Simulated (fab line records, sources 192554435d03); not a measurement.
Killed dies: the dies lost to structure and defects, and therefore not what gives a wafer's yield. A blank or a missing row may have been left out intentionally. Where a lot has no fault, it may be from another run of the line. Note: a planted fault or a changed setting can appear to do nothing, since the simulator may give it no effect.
Matching of chambers | flow n5-finfet | pecvd-02 running N5_BEOL_M8_PECVD_70: 3 sister chambers
The step deposits SiO2 from TEOS/O2, target thk 20 nm, time 22.7 s. 6 wafers are shown with their chamber, then 9 later ones without.

WAFERS WITH THEIR CHAMBER
wafer  | chamber | throttle-valve-pct (%) | showerhead-plenum-p-Torr (Torr)
L081.3 | 2       | 21.1                   | 8.78
L091.4 | 0       | 22.8                   | 8.81
L091.5 | 2       | 21.5                   | 8.77
L092.1 | 0       | 22.8                   | 8.81
L092.2 | 1       | 22.4                   | 8.86
L092.4 | 1       | 22.6                   | 8.85

WAFERS WHOSE CHAMBER IS MISSING
wafer  | throttle-valve-pct (%) | showerhead-plenum-p-Torr (Torr)
L093.1 | 22.8                   | 8.84
L093.3 | 22.9                   | 8.81
L093.4 | 21.0                   | 8.77
L095.2 | 22.7                   | 8.84
L095.4 | 21.3                   | 8.79
L095.5 | 22.6                   | 8.84
L094.1 | 22.7                   | 8.87
L094.3 | 22.6                   | 8.83
L094.6 | 22.7                   | 8.83

WHICH CHAMBER EACH WENT THROUGH
wafer  | from the rows above     | in truth
L093.1 | 1                       | 1
L093.3 | 0                       | 0
L093.4 | 2                       | 2
L095.2 | 1                       | 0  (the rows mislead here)
L095.4 | 2                       | 2
L095.5 | 1                       | 1
L094.1 | 1                       | 1
L094.3 | can't be placed: 0 or 1 | 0
L094.6 | can't be placed: 0 or 1 | 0
6 of 9 placed correctly. These rows do not allow placing 2 (true chamber among the candidates in 2). Placed wrongly: 1.
How it was worked out, from the rows above alone: a wafer's distance from a chamber is the root of the sum, over the readings, of the square of ((its reading less the chamber's mean) divided by the reading's scatter). The wafer belongs to the nearest chamber; if the next one is less than 2 further off, it can't be placed. A chamber's mean is the mean of its shown wafers. The scatter is the square root of a quotient: the sum, over the shown wafers, of each reading's squared deviation from its chamber's mean, divided by wafers minus chambers.
